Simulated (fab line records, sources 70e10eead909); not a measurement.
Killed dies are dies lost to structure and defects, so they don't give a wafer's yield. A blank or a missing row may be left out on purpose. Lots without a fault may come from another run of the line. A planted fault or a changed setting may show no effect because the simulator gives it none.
Which tool did it? | flow nand_harc | 6 lots, 18 wafers sampled, at 3 steps of a route of 1302

WHAT THE GAUGES READ, wafer by wafer
NHARC_A_ONON_D1_THK_MEAS_34: measures by ellipsometry.
lot  | measured     | on            | thk_nm (nm)
L586 | day 9 11:59  | film_metro-02 | 197.7 203.4 203.2
L591 | day 11 18:23 | film_metro-02 | 200.1 201.0 198.8
L593 | day 12 14:29 | film_metro-01 | 201.4 201.8 205.0
L595 | day 13 13:00 | film_metro-02 | 199.5 202.3 199.7
L603 | day 16 15:47 | film_metro-01 | 157.7 164.2 197.9
L606 | day 17 18:22 | film_metro-01 | 197.2 198.4 201.1

WHICH TOOL RAN EACH LOT (tool, then ch and the chambers of the sampled wafers, then the start)
lot  | NHARC_A_ZERO_WELL_DESCUM_12        | NHARC_A_ONON_D1_DEP_33
L586 | rie_diel-05 ch 0,2, day 7 19:11    | pecvd-04 ch 0,1, day 9 11:37
L591 | rie_diel-03 ch 0,1,3, day 10 02:04 | pecvd-03 ch 0,1, day 11 18:01
L593 | rie_diel-03 ch 0,1,3, day 11 04:04 | pecvd-01 ch 1,2, day 12 14:07
L595 | rie_diel-05 ch 0,3, day 12 02:24   | pecvd-03 ch 1,2, day 13 12:35
L603 | rie_diel-03 ch 1,2,3, day 15 02:27 | pecvd-01 ch 0,2, day 16 15:28
L606 | rie_diel-05 ch 0,1,2, day 16 03:17 | pecvd-03 ch 0,1,2, day 17 17:58
- NHARC_A_ZERO_WELL_DESCUM_12: chemistry O2, time 3 s.
- NHARC_A_ONON_D1_DEP_33: deposits SiO2, target thk 200 nm.

THE ANSWER, worked out from the rows above alone
Rule: what is usual is taken from the lots themselves. Put in order of their means at a reading, lots are off if they are a third of the lots or fewer, leave a main group of 4 or more, and stand apart from it by a gap of 3 or more times the standard deviation of the main group's means; of several such gaps the widest counts. A main group whose means are all the same, to the digits that the tables above print for the reading, isn't used. A lot without any number at a reading at which 4 lots or more have one is off too. The other lots that the step has rows for count as sound.
Off: L603, at NHARC_A_ONON_D1_THK_MEAS_34 (thk_nm). The main group: mean 200.7 nm, standard deviation 1.3.
A tool fits if, at a process step before that reading, it ran every lot that is off, and no sound lot after the first of them. The gauges at NHARC_A_ONON_D1_THK_MEAS_34 are tried like those tools. Can't be told from this: 2 tools fit, rie_diel-03 at NHARC_A_ZERO_WELL_DESCUM_12, pecvd-01 at NHARC_A_ONON_D1_DEP_33.

WHAT THE SIMULATOR HAD PUT IN
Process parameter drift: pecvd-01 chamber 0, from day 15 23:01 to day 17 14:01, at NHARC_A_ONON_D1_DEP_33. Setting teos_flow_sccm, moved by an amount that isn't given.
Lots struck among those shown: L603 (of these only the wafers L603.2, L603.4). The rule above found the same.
